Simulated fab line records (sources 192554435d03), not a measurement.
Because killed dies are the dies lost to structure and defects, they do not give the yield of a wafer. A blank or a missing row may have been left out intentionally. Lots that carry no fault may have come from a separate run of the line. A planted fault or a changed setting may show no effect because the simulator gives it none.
Chamber matching	flow n5-finfet	cvd-co-01 running N5_BEOL_M5_CO_CAP_78: 3 sister chambers
The step material Co, precursor CCTBA/H2, target thk 2 nm, time 102.1 s. 27 wafers are shown with their chamber, then 12 later ones without.

EACH WAFER AND ITS CHAMBER
wafer	chamber	heater-power-outer-w (W)	heater-power-w (W)	susceptor-temp-C (C)
L074.1	2	128	248	199.86
L074.2	0	121	250	199.95
L074.6	2	126	243	199.72
L078.3	2	128	246	199.71
L078.5	2	130	243	200.09
L078.6	0	120	242	199.92
L079.2	1	100	211	199.92
L079.4	0	119	246	199.94
L079.5	2	128	245	199.99
L080.3	2	124	246	199.96
L080.5	1	104	210	200.05
L080.6	0	125	245	199.75
L081.1	2	128	245	199.94
L081.3	0	122	248	199.97
L081.5	2	131	248	199.87
L083.2	0	123	247	200.24
L083.5	0	124	245	200.40
L083.6	2	128	241	200.24
L088.2	1	102	209	199.83
L088.3	0	123	242	200.16
L088.5	2	126	241	199.84
L090.3	1	104	208	200.13
L090.5	1	103	214	200.31
L090.6	0	121	242	199.83
L091.2	0	126	247	200.31
L091.4	0	120	248	200.13
L091.5	1	103	220	200.06

SIGNATURES, as means of the wafers listed above
reading	chamber 0	chamber 1	chamber 2	scatter within a chamber
heater-power-outer-w	122.18	102.67	127.70	2.01
heater-power-w	245.64	212.00	244.60	3.1
susceptor-temp-C	200.0545	200.0500	199.9220	0.183
Rule: distance of a wafer from a chamber = root of the sum over the readings of ((wafer's reading minus chamber's mean) / reading's scatter) squared. The wafer belongs to the nearest chamber; if the next one is less than 2 further off, it can't be placed. How the scatter is found: for the shown wafers, subtract from each reading the mean of its chamber, square and add these, divide the total by (wafers less chambers), then take the root.

WAFERS MISSING THEIR CHAMBER
wafer	heater-power-outer-w (W)	heater-power-w (W)	susceptor-temp-C (C)
L093.1	130	243	200.09
L093.3	104	209	199.94
L093.6	123	256	200.04
L095.3	126	246	200.08
L095.4	128	240	200.23
L095.5	101	211	200.28
L094.2	131	239	199.81
L094.3	123	242	200.11
L094.5	129	243	200.03
L096.3	126	252	199.69
L096.4	103	215	199.77
L096.5	128	244	199.79

WHICH CHAMBER EACH WENT THROUGH
wafer	from the rows above	in truth
L093.1	2	2
L093.3	1	1
L093.6	can't be placed: 0 or 2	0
L095.3	can't be placed: 2 or 0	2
L095.4	can't be placed: 2 or 0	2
L095.5	1	1
L094.2	2	2
L094.3	can't be placed: 0 or 2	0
L094.5	2	2
L096.3	can't be placed: 2 or 0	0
L096.4	1	1
L096.5	2	2
7 of 12 placed correctly. Not placeable from these rows: 5 (in 5, the candidates include the true chamber). Placed wrongly: 0.
